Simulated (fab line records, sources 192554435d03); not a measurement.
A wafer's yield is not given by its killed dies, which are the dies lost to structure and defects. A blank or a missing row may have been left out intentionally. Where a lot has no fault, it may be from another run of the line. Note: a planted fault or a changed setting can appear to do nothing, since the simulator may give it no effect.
Which tool did it? / flow n5 finfet / Sampling: 11 lots, 32 wafers, 5 of 1938 route steps

WHAT THE GAUGES SHOWED, per wafer
N5_BEOL_M8_OVL_MEAS_29.
lot=L867; measured=day 9 22:09; on=overlay-01; V7_OVL (nm)=-0.2 -1.4 -0.2
lot=L869; measured=day 9 21:58; on=overlay-01; V7_OVL (nm)=0.4 -0.2 -0.8
lot=L870; measured=day 10 17:58; on=overlay-02; V7_OVL (nm)=8.3 7.8 8.4
lot=L873; measured=day 11 09:41; on=overlay-01; V7_OVL (nm)=7.9 7.8 8.2
lot=L875; measured=day 12 03:53; on=overlay-02; V7_OVL (nm)=-1.2 -0.4
lot=L876; measured=day 12 04:00; on=overlay-02; V7_OVL (nm)=-0.8 -1.1 0.1
lot=L879; measured=day 13 05:49; on=overlay-01; V7_OVL (nm)=-0.2 0.0 -0.5
lot=L880; measured=day 13 05:51; on=overlay-02; V7_OVL (nm)=0.2 0.8 -0.5
lot=L881; measured=day 13 05:43; on=overlay-01; V7_OVL (nm)=0.0 -0.4 -0.1
lot=L882; measured=day 13 23:51; on=overlay-01; V7_OVL (nm)=-0.3 0.8 0.5
lot=L883; measured=day 15 20:32; on=overlay-02; V7_OVL (nm)=-0.7 -0.9 -0.7

WHICH TOOL RAN EACH LOT (tool, then ch and the chambers of the sampled wafers, then the start)
lot=L867; N5_BEOL_M8_HM_DEP_02=pvd sputter-01, day 9 18:25; N5_BEOL_M8_ETCH_62=rie diel-01 ch 1,2, day 9 19:20; N5_BEOL_M8_STRIP_67=rie diel-01 ch 1,2, day 9 19:29; N5_BEOL_M8_EXPOSE_25=euv scanner-02 ch 0, day 9 21:59
lot=L869; N5_BEOL_M8_HM_DEP_02=pvd sputter-01, day 9 18:56; N5_BEOL_M8_ETCH_62=rie diel-04 ch 0,1,2, day 9 19:31; N5_BEOL_M8_STRIP_67=rie diel-04 ch 0,1,2, day 9 19:39; N5_BEOL_M8_EXPOSE_25=euv scanner-01 ch 0, day 9 21:47
lot=L870; N5_BEOL_M8_HM_DEP_02=pvd sputter-02, day 10 16:28; N5_BEOL_M8_ETCH_62=rie diel-02 ch 0,2,3, day 10 17:09; N5_BEOL_M8_STRIP_67=rie diel-02 ch 0,2,3, day 10 17:18; N5_BEOL_M8_EXPOSE_25=euv scanner-02 ch 0, day 10 17:49
lot=L873; N5_BEOL_M8_HM_DEP_02=pvd sputter-01, day 11 05:21; N5_BEOL_M8_ETCH_62=rie diel-04 ch 0,1,2, day 11 05:55; N5_BEOL_M8_STRIP_67=rie diel-04 ch 0,1,2, day 11 06:03; N5_BEOL_M8_EXPOSE_25=euv scanner-02 ch 0, day 11 09:32
lot=L875; N5_BEOL_M8_HM_DEP_02=pvd sputter-02, day 12 02:02; N5_BEOL_M8_ETCH_62=rie diel-01 ch 0,2, day 12 02:47; N5_BEOL_M8_STRIP_67=rie diel-01 ch 0,2, day 12 02:52; N5_BEOL_M8_EXPOSE_25=euv scanner-01 ch 0, day 12 03:44
lot=L876; N5_BEOL_M8_HM_DEP_02=pvd sputter-02, day 12 02:08; N5_BEOL_M8_ETCH_62=rie diel-04 ch 0,1, day 12 03:17; N5_BEOL_M8_STRIP_67=rie diel-04 ch 0,1, day 12 03:26; N5_BEOL_M8_EXPOSE_25=euv scanner-01 ch 0, day 12 03:50
lot=L879; N5_BEOL_M8_HM_DEP_02=pvd sputter-02, day 13 01:17; N5_BEOL_M8_ETCH_62=rie diel-04 ch 1,2,3, day 13 02:49; N5_BEOL_M8_STRIP_67=rie diel-04 ch 1,2,3, day 13 02:58; N5_BEOL_M8_EXPOSE_25=euv scanner-01 ch 0, day 13 05:38
lot=L880; N5_BEOL_M8_HM_DEP_02=pvd sputter-03, day 13 01:18; N5_BEOL_M8_ETCH_62=rie diel-02 ch 0,2,3, day 13 03:10; N5_BEOL_M8_STRIP_67=rie diel-02 ch 0,2,3, day 13 03:18; N5_BEOL_M8_EXPOSE_25=euv scanner-01 ch 0, day 13 05:41
lot=L881; N5_BEOL_M8_HM_DEP_02=pvd sputter-02, day 13 01:29; N5_BEOL_M8_ETCH_62=rie diel-04 ch 0,2, day 13 03:21; N5_BEOL_M8_STRIP_67=rie diel-04 ch 0,2, day 13 03:29; N5_BEOL_M8_EXPOSE_25=euv scanner-01 ch 0, day 13 05:33
lot=L882; N5_BEOL_M8_HM_DEP_02=pvd sputter-01, day 13 21:44; N5_BEOL_M8_ETCH_62=rie diel-01 ch 0,1, day 13 22:45; N5_BEOL_M8_STRIP_67=rie diel-01 ch 0,1, day 13 22:53; N5_BEOL_M8_EXPOSE_25=euv scanner-01 ch 0, day 13 23:41
lot=L883; N5_BEOL_M8_HM_DEP_02=pvd sputter-03, day 15 19:07; N5_BEOL_M8_ETCH_62=rie diel-02 ch 0,1,2, day 15 19:41; N5_BEOL_M8_STRIP_67=rie diel-02 ch 0,1,2, day 15 19:50; N5_BEOL_M8_EXPOSE_25=euv scanner-01 ch 0, day 15 20:22
- N5_BEOL_M8_HM_DEP_02: deposits TiN, target thk 20 nm.
- N5_BEOL_M8_ETCH_62: etches SOC in N2/H2, target depth 110 nm, overetch 22 nm, time 165 s.
- N5_BEOL_M8_STRIP_67: strips in CF4.
- N5_BEOL_M8_EXPOSE_25: exposes mask V7, target cd 40 nm.

THE ANSWER, worked out from the rows above alone
Rule: the lots themselves supply what counts as usual. Put in order of their means at a reading, lots are off if they are a third of the lots or fewer, leave a main group of 4 or more, and stand apart from it by a gap of 3 or more times the standard deviation of the main group's means; of several such gaps the widest counts. A main group whose means are all the same, to the digits that the tables above print for the reading, isn't used. Also off: a lot with no number at a reading for which 4 or more lots have one. Where the step has rows for the other lots, those lots are counted as sound.
Off: L870, L873, at N5_BEOL_M8_OVL_MEAS_29 (V7_OVL). The main group has a mean of -0.3 nm with a standard deviation of 0.38.
A tool fits if, at a process step before that reading, it ran every lot that is off, and no sound lot after the first of them. Gauges at N5_BEOL_M8_OVL_MEAS_29: tried the same way as those tools. One fits: euv scanner-02 at N5_BEOL_M8_EXPOSE_25. Its last sound lot is L867 (day 9 21:59), its first lot that is off L870 (day 10 17:49): a fault that began between those two fits.

WHAT WAS PUT IN BY THE SIMULATOR
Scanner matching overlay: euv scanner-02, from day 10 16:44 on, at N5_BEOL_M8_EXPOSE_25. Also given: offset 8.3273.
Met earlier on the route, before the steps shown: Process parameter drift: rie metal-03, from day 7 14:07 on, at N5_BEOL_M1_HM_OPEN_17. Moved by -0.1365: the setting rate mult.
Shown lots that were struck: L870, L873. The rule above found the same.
